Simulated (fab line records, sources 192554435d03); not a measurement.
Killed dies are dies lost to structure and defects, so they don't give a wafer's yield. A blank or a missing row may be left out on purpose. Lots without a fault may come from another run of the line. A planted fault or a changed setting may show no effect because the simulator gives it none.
Split-lot experiment | flow n5_finfet | 7 lots, 21 wafers read, on a route of 1938 steps

THE SPLIT
At N5_BEOL_M7_DESCUM_33 (chemistry O2, time 7 s), the setting time_s was moved away from the recipe's 7 s on 6 of the 21 wafers read, by -18.3% to +13.6%. The other wafers ran this setting at the recipe's value.

The file shows no step between the split and the reading.

THE READING
CAR-EUV_of_BEOL_M7_COAT_22.thk_nm (the simulator's own value, which no gauge read), in nm, at N5_BEOL_M7_ETCH_72 (etches underlayer in N2/H2, target depth 6.5 nm, time 5.2 s). The file gives no usual value for it. The 15 wafers here that ran the recipe average 20.4 nm, standard deviation 0.11 nm.

wafer  | tool, chamber at the split | time_s as run, s | against the recipe | CAR-EUV_of_BEOL_M7_COAT_22.thk_nm, nm | against lot-mates on the recipe
L076.2 | rie_diel-03, 2             | 7                | recipe             | 20.6                                  | -
L076.4 | rie_diel-03, 0,1           | 7.955            | +13.6%             | 20                                    | -0.6
L076.5 | rie_diel-03, 0,1           | 7.955            | +13.6%             | 20.2                                  | -0.4
L078.2 | rie_diel-02, 0,3           | 5.91             | -15.6%             | 21                                    | +0.6
L078.3 | rie_diel-02, 1             | 7                | recipe             | 20.4                                  | -
L078.4 | rie_diel-02, 0,3           | 5.91             | -15.6%             | 20.8                                  | +0.4
L079.4 | rie_diel-02, 0             | 7                | recipe             | 20.4                                  | -
L079.6 | rie_diel-02, 0             | 7                | recipe             | 20.4                                  | -
L079.5 | rie_diel-02, 1             | 5.721            | -18.3%             | 21                                    | +0.6
L081.1 | rie_diel-02, 0,3           | 7                | recipe             | 20.4                                  | -
L081.2 | rie_diel-02, 0,3           | 7                | recipe             | 20.4                                  | -
L081.6 | rie_diel-02, 3             | 7                | recipe             | 20.4                                  | -
L083.3 | rie_diel-03, 0             | 7.757            | +10.8%             | 20                                    | -0.3
L083.4 | rie_diel-03, 2,3           | 7                | recipe             | 20.2                                  | -
L083.5 | rie_diel-03, 2,3           | 7                | recipe             | 20.4                                  | -
L084.2 | rie_diel-03, 1,0,0         | 7                | recipe             | 20.2                                  | -
L084.3 | rie_diel-03, 1,0,0         | 7                | recipe             | 20.4                                  | -
L084.6 | rie_diel-03, 1,0,0         | 7                | recipe             | 20.4                                  | -
L096.2 | rie_diel-01, 0,1,3         | 7                | recipe             | 20.2                                  | -
L096.5 | rie_diel-01, 0,1,3         | 7                | recipe             | 20.2                                  | -
L096.4 | rie_diel-01, 0,1,3         | 7                | recipe             | 20.4                                  | -
Where a row lists several chambers, the file gives one row for several wafers and doesn't say which wafer went through which chamber.

THE FIT
A straight line over all 21 wafers: CAR-EUV_of_BEOL_M7_COAT_22.thk_nm changes by -0.03 nm for each +1% of time_s; r = -0.90; the points scatter about the line by 0.12 nm.
The same after taking each lot's own level away (the mean of its wafers on the recipe; 21 wafers): -0.0332 nm for each +1%; r = -0.96; scatter 0.08 nm.
On that fit, the largest move of time_s shifts the reading by 0.61 nm.
The lots' own levels span 20.27 to 20.60 nm, that is 3.1 times the standard deviation above.
So the lot-to-lot level changes the slope little: the two slopes agree.
Check: with one of the wafers moved furthest among these (-18.3%) left out of the fit, the line predicts +0.605 nm for it against its lot-mates. It came out at +0.6 nm against them.

OTHER SPLITS ON THESE WAFERS
These wafers also went through other splits before the reading. Each is held against what the fit with the lots' levels taken away leaves over:
other split on the same wafers     | wafers away from the commonest value | r with CAR-EUV_of_BEOL_M7_COAT_22.thk_nm (lot level and that fit taken away)
N5_BEOL_M6_ETCH_62 time_s          | 8                                    | +0.13
N5_BEOL_M6_TRENCH_ETCH_37 source_w | 5                                    | -0.01
N5_BEOL_M6_ALD_77 ald_cycles       | 7                                    | -0.05

THE WHOLE CHAIN: every reading that the file lists as answering this split, in the file's order
step                 | what it does                                                | reading                                                                            | change (the file's fit)                | r (the file's)
N5_BEOL_M7_DESCUM_33 | chemistry O2, time 7 s                                      | CAR-EUV_of_BEOL_M7_COAT_22.thk_nm (the simulator's own value, which no gauge read) | -0.0363 nm for each +1% of the setting | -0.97
N5_BEOL_M7_ETCH_72   | etches underlayer in N2/H2, target depth 6.5 nm, time 5.2 s | CAR-EUV_of_BEOL_M7_COAT_22.thk_nm (the simulator's own value, which no gauge read) | -0.0328 nm for each +1% of the setting | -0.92

THE FILE'S OWN FIT
CAR-EUV_of_BEOL_M7_COAT_22.thk_nm changes by -0.0328 nm for each +1% of time_s, r = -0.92.
